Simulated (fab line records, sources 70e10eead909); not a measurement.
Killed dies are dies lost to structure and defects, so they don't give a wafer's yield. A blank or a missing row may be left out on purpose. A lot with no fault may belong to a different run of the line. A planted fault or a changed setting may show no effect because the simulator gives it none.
What tool caused it?	flow nand_harc	24 lots, 72 wafers sampled, at 6 steps of a route of 1302

== WHAT EACH GAUGE READ, for each wafer ==
NHARC_P_ZERO_WELL_INSPECT_43. Usual: raw_defect_count at 12, with a standard deviation of 6.
lot	measured	on	raw_defect_count	flag
L074	day 2 03:26	defect_inspect-01	12 11 7	
L075	day 2 14:32	defect_inspect-01	5 12 3	
L076	day 2 23:38	defect_inspect-02	11 21 8	
L077	day 3 09:31	defect_inspect-01	16 9 13	
L078	day 3 19:43	defect_inspect-02	10 2 11	
L079	day 4 05:34	defect_inspect-02	19 9 10	
L080	day 4 15:35	defect_inspect-02	19 11 21	
L081	day 5 05:46	defect_inspect-01	10 15 16	
L082	day 5 11:43	defect_inspect-01	20 12 5	
L083	day 5 21:34	defect_inspect-02	5 3 2	
L084	day 6 07:50	defect_inspect-01	12 8 13	
L085	day 6 17:28	defect_inspect-02	7 6 7	
L086	day 7 03:40	defect_inspect-01	8 7 7	
L087	day 7 14:17	defect_inspect-02	9 10 8	
L088	day 7 23:23	defect_inspect-02	22 13 6	
L089	day 8 09:23	defect_inspect-02	12 6 11	
L090	day 8 19:21	defect_inspect-01	23 14 19	
L091	day 9 05:49	defect_inspect-01	6 12 12	
L092	day 9 16:26	defect_inspect-01	5 3 3	
L093	day 10 01:45	defect_inspect-01	21 6 11	
L094	day 10 11:39	defect_inspect-01	12 7 4	
L095	day 10 23:23	defect_inspect-02	9 20 17	
L096	day 11 07:50	defect_inspect-01	8 20 32	
L097	day 11 17:30	defect_inspect-02	17 17 17	

NHARC_P_STI_OCD_MEAS_17. Usual: trench_depth_nm 300 nm, standard deviation 4.6; trench_foot_cd_nm 158.5 nm, standard deviation 2.2.
lot	measured	on	trench_depth_nm (nm)	trench_foot_cd_nm (nm)	flag
L074	day 2 23:34	ocd-02	294 302 299	161.9 160.4 157.4	
L075	day 3 10:34	ocd-01	290 292 301	160.4 159.8 160.0	
L076	day 3 16:13	ocd-01	298 301 297	160.4 160.6 156.3	
L077	day 4 00:38	ocd-02	305 294 294	157.4 159.8 156.8	
L078	day 4 14:44	ocd-01	299 291 297	159.5 158.6 155.5	
L079	day 4 23:01	ocd-01	311 302 313	158.4 157.7 159.6	
L080	day 5 10:46	ocd-01	308 304 299	156.9 160.8 160.9	
L081	day 5 21:04	ocd-02	306 292 308	155.6 158.8 157.8	
L082	day 6 04:53	ocd-01	299 301 302	156.5 158.2 152.9	
L083	day 6 18:07	ocd-01	306 306 303	157.5 155.3 158.9	
L084	day 7 02:22	ocd-01	299 304 297	154.7 158.0 155.8	
L085	day 7 10:43	ocd-02	303 301 303	160.0 156.6 160.5	
L086	day 7 20:11	ocd-01	291 303 293	156.9 159.0 159.0	
L087	day 8 11:52	ocd-02	299 297 294	159.5 155.3 159.3	
L088	day 8 12:03	ocd-02	300 303 301	159.8 161.2 157.4	
L089	day 9 01:20	ocd-02	299 299 298	157.7 157.7 159.6	
L090	day 9 11:07	ocd-01	294 295 295	159.9 163.3 163.1	
L091	day 9 21:54	ocd-01	302 303 305	155.3 155.4 155.1	
L092	day 10 07:57	ocd-01	304 305 304	160.3 159.8 160.5	
L093	day 10 20:18	ocd-02	299 298 300	157.5 153.3 153.4	
L094	day 11 04:03	ocd-02	303 297 308	155.9 162.4 159.8	
L095	day 11 14:53	ocd-01	298 303 296	161.2 154.5 158.0	
L096	day 11 23:59	ocd-01	301 301 302	160.8 161.1 162.4	
L097	day 12 10:02	ocd-01	302 295 302	159.5 156.5 153.5	

NHARC_P_STI_INSPECT_25. Usual: raw_defect_count at 217, with a standard deviation of 79.
lot	measured	on	raw_defect_count	flag
L074	day 4 02:39	defect_inspect-01	193 121 106	
L075	day 4 13:12	defect_inspect-02	207 412 259	
L076	day 4 19:21	defect_inspect-01	281 333 140	
L077	day 5 03:26	defect_inspect-02	150 186 191	
L078	day 5 17:19	defect_inspect-01	162 135 207	
L079	day 6 00:55	defect_inspect-02	229 182 156	
L080	day 6 14:41	defect_inspect-01	114 127 135	
L081	day 7 00:22	defect_inspect-01	155 283 212	
L082	day 7 08:27	defect_inspect-02	136 321 169	
L083	day 8 02:18	defect_inspect-02	266 322 265	
L084	day 8 11:16	defect_inspect-02	330 389 260	
L085	day 8 20:16	defect_inspect-01	296 232 132	
L086	day 9 01:28	defect_inspect-01	203 184 313	
L087	day 10 02:34	defect_inspect-01	206 198 155	
L088	day 10 02:35	defect_inspect-01	229 300 278	
L089	day 10 02:35	defect_inspect-02	256 238 360	
L090	day 10 13:28	defect_inspect-02	151 162 229	
L091	day 11 00:44	defect_inspect-02	227 225 226	
L092	day 11 15:02	defect_inspect-02	193 124 171	
L093	day 11 22:20	defect_inspect-01	351 301 235	
L094	day 12 10:46	defect_inspect-02	119 111 329	
L095	day 12 16:33	defect_inspect-02	309 368 166	
L096	day 13 02:37	defect_inspect-02	120 154 232	
L097	day 13 15:07	defect_inspect-01	117 122 136	

NHARC_P_GATE_CD_MEAS_59: target cd 720 nm. Usual: cd_nm at 720.3 nm, with a standard deviation of 1.8.
lot	measured	on	cd_nm (nm)	flag
L074	day 5 13:52	cd_sem-03	721.4 719.8 719.6	
L075	day 6 02:59	cd_sem-03	721.2 718.7 718.7	
L076	day 6 07:59	cd_sem-02	718.5 722.3 716.1	
L077	day 6 19:34	cd_sem-01	720.9 719.0 721.1	
L078	day 7 07:04	cd_sem-03	722.6 721.8 722.8	
L079	day 7 15:07	cd_sem-02	722.2 719.2 719.1	
L080	day 8 04:16	cd_sem-03	721.0 721.0 718.3	
L081	day 8 17:58	cd_sem-02	721.0 718.1 720.1	
L082	day 8 23:48	cd_sem-01	720.8 725.3 722.0	
L083	day 9 14:37	cd_sem-01	719.0 719.6 718.4	
L084	day 10 01:43	cd_sem-02	718.4 721.1 719.9	
L085	day 10 16:52	cd_sem-01	721.9 719.9 722.5	
L086	day 10 17:35	cd_sem-01	720.8 719.8 720.1	
L087	day 11 16:25	cd_sem-03	720.1 722.3 718.6	
L088	day 11 18:44	cd_sem-03	716.5 720.4 720.6	
L089	day 11 15:44	cd_sem-02	721.0 722.0 722.9	
L090	day 12 11:51	cd_sem-02	721.7 723.4 720.2	
L091	day 12 19:44	cd_sem-01	720.2 722.3 720.5	
L092	day 13 06:05	cd_sem-02	719.5 719.7 721.9	
L093	day 13 15:05	cd_sem-02	719.6 718.0 719.1	
L094	day 14 02:13	cd_sem-03	718.7 721.3 717.9	
L095	day 14 15:53	cd_sem-02	720.0 719.2 718.9	
L096	day 15 00:29	cd_sem-02	720.7 721.2 720.1	
L097	day 15 03:43	cd_sem-02	721.2 724.6 722.1	

== EACH LOT AND THE TOOL THAT RAN IT (in order: tool; ch and the chambers of the sampled wafers; start) ==
lot	NHARC_P_GATE_ETCH_104	NHARC_P_GATE_ALD_36
L074	rie_diel-01 ch 2,3, day 5 00:10	ald_sin-01 ch 0,2,3, day 5 03:33
L075	rie_diel-06 ch 0,1,3, day 5 13:22	ald_sin-02 ch 0,2,3, day 5 17:46
L076	rie_diel-01 ch 1,2,3, day 5 18:35	ald_sin-04 ch 2,3, day 5 19:48
L077	rie_diel-01 ch 0,1, day 6 05:59	ald_sin-01 ch 2,3, day 6 07:14
L078	rie_diel-10 ch 0,1,3, day 6 17:19	ald_sin-02 ch 0,1, day 6 18:28
L079	rie_diel-10 ch 0,2, day 7 01:47	ald_sin-04 ch 0,2, day 7 04:01
L080	rie_diel-10 ch 1,2,3, day 7 15:02	ald_sin-01 ch 2,3, day 7 16:11
L081	rie_diel-10 ch 1,2,3, day 8 02:21	ald_sin-02 ch 1,2, day 8 03:31
L082	rie_diel-10 ch 0,1,2, day 8 10:29	ald_sin-04 ch 1,3, day 8 12:42
L083	rie_diel-06 ch 1,3, day 9 01:11	ald_sin-01 ch 1,2, day 9 03:26
L084	rie_diel-10 ch 0,2,3, day 9 10:16	ald_sin-02 ch 1,2,3, day 9 12:49
L085	rie_diel-10 ch 0,1,3, day 10 03:23	ald_sin-04 ch 0,1,2, day 10 05:37
L086	rie_diel-10 ch 2,3, day 10 04:09	ald_sin-02 ch 0,1,3, day 10 08:29
L087	rie_diel-06 ch 0,1, day 11 02:55	ald_sin-04 ch 0,2,3, day 11 07:16
L088	rie_diel-01 ch 1,2,3, day 11 03:14	ald_sin-02 ch 1,2,3, day 11 05:53
L089	rie_diel-01 ch 1,3, day 11 02:17	ald_sin-01 ch 2,3, day 11 03:32
L090	rie_diel-01 ch 0,1, day 11 22:31	ald_sin-01 ch 1,3, day 12 00:44
L091	rie_diel-10 ch 0,1,2, day 12 06:19	ald_sin-04 ch 1,2, day 12 07:29
L092	rie_diel-01 ch 0,2,3, day 12 16:44	ald_sin-02 ch 0,1,3, day 12 18:56
L093	rie_diel-10 ch 0,2, day 13 01:44	ald_sin-01 ch 0,2, day 13 03:58
L094	rie_diel-10 ch 0,1,2, day 13 12:46	ald_sin-04 ch 0,3, day 13 15:05
L095	rie_diel-01 ch 1,2,3, day 14 02:07	ald_sin-02 ch 1,3, day 14 04:35
L096	rie_diel-06 ch 0,3, day 14 10:37	ald_sin-01 ch 1,2,3, day 14 13:58
L097	rie_diel-06 ch 1,2,3, day 14 14:09	ald_sin-04 ch 0,1,2, day 14 17:32
- NHARC_P_GATE_ETCH_104: etches the open film in CF4/CHF3, target depth 60 nm.
- NHARC_P_GATE_ALD_36: deposits SiNx, target thk 20 nm, pulse time 60 s, ald cycles 223.

== AS READ BY THE TOOLS THEMSELVES (means over the sampled wafers that have a number; for cases with no such wafer, the mark the record gives instead) ==
NHARC_P_GATE_ETCH_104. Usual: for cf4_flow_sccm, 99.9 sccm with a standard deviation of 0.32; for drypump_motor_current_A, 5.8 A with a standard deviation of 0.42; for oes_product_au, 0.944 a.u. with a standard deviation of 0.022; for rf_fwd_power_W, 491.3 W with a standard deviation of 2.7; for rf_vpp_V, 370.4 V with a standard deviation of 2.4; for showerhead_plenum_p_Torr, 1.57 Torr with a standard deviation of 0.068; for throttle_valve_pct, 16.803 % with a standard deviation of 0.0092.
lot	tool	cf4_flow_sccm (sccm)	drypump_motor_current_A (A)	oes_product_au (a.u.)	rf_fwd_power_W (W)	rf_vpp_V (V)	showerhead_plenum_p_Torr (Torr)	throttle_valve_pct (%)	flag
L074	rie_diel-01	99.7	5.4	0.955	491.5	372.5	1.63	16.800	
L075	rie_diel-06	99.8	5.7	0.923	492.1	368.5	1.51	16.798	
L076	rie_diel-01	99.9	5.7	0.948	490.0	372.4	1.64	16.796	
L077	rie_diel-01	99.8	6.4	0.954	490.5	372.9	1.64	16.802	
L078	rie_diel-10	99.6	5.7	0.963	491.5	368.8	1.53	16.807	
L079	rie_diel-10	99.9	6.0	0.963	493.8	368.9	1.52	16.809	
L080	rie_diel-10	100.3	5.7	0.927	492.6	371.6	1.58	16.808	
L081	rie_diel-10	99.6	5.7	0.922	493.7	370.7	1.58	16.805	
L082	rie_diel-10	99.9	5.9	0.917	490.8	369.5	1.53	16.799	
L083	rie_diel-06	99.9	5.7	0.927	493.5	367.6	1.48	16.800	
L084	rie_diel-10	100.2	5.8	0.953	492.1	370.9	1.57	16.806	
L085	rie_diel-10	99.8	5.7	0.964	491.2	370.2	1.53	16.802	
L086	rie_diel-10	100.1	5.6	0.959	489.6	372.3	1.62	16.809	
L087	rie_diel-06	99.7	5.9	0.912	488.0	369.1	1.54	16.800	
L088	rie_diel-01	99.9	5.7	0.958	489.3	372.6	1.64	16.802	
L089	rie_diel-01	100.1	6.1	0.960	490.9	373.0	1.65	16.795	
L090	rie_diel-01	100.1	6.2	0.917	487.5	371.5	1.61	16.805	
L091	rie_diel-10	99.7	5.9	0.964	491.8	368.8	1.53	16.802	
L092	rie_diel-01	100.1	5.6	0.920	490.2	371.8	1.60	16.803	
L093	rie_diel-10	100.0	6.1	0.929	494.0	370.8	1.57	16.810	
L094	rie_diel-10	100.0	5.9	0.918	493.2	369.5	1.53	16.804	
L095	rie_diel-01	100.0	5.7	0.962	491.5	372.2	1.64	16.807	
L096	rie_diel-06	99.6	5.5	0.964	493.3	368.7	1.50	16.798	
L097	rie_diel-06	100.1	5.8	0.960	491.9	367.8	1.52	16.806	

NHARC_P_GATE_ALD_36. Usual: heater_power_w 813 W, standard deviation 76; precursor_pulse_height_rel 0.998, standard deviation 0.02.
lot	tool	heater_power_w (W)	precursor_pulse_height_rel	flag
L074	ald_sin-01	760	1.013	
L075	ald_sin-02	841	1.012	
L076	ald_sin-04	777	0.994	
L077	ald_sin-01	763	0.981	
L078	ald_sin-02	876	1.011	
L079	ald_sin-04	775	0.995	
L080	ald_sin-01	763	1.018	
L081	ald_sin-02	806	1.007	
L082	ald_sin-04	834	1.004	
L083	ald_sin-01	793	0.998	
L084	ald_sin-02	831	1.008	
L085	ald_sin-04	807	1.010	
L086	ald_sin-02	868	1.004	
L087	ald_sin-04	761	0.998	
L088	ald_sin-02	831	0.982	
L089	ald_sin-01	756	0.999	
L090	ald_sin-01	788	1.007	
L091	ald_sin-04	888	0.992	
L092	ald_sin-02	888	0.991	
L093	ald_sin-01	806	1.011	
L094	ald_sin-04	745	0.997	
L095	ald_sin-02	941	0.989	
L096	ald_sin-01	779	0.983	
L097	ald_sin-04	825	0.989	

== THE ANSWER, worked out from the rows above alone ==
Rule: take the mean of a lot's wafers that have a number; if it is more than 3 standard deviations from the usual mean, the lot is off. Also off: a lot with no number at a reading for which 4 or more lots have one. The other lots that the step has rows for count as sound. Order of review: gauges by route order, followed by the tools' own readings, for which a lot's mean as printed above is used. The first step at which some lot is off is used, and at that step the reading that is off furthest; a lot without a number counts as furthest.
No lot is off on any of the readings shown, so nothing can be concluded from this.

== WHAT WAS PUT IN BY THE SIMULATOR ==
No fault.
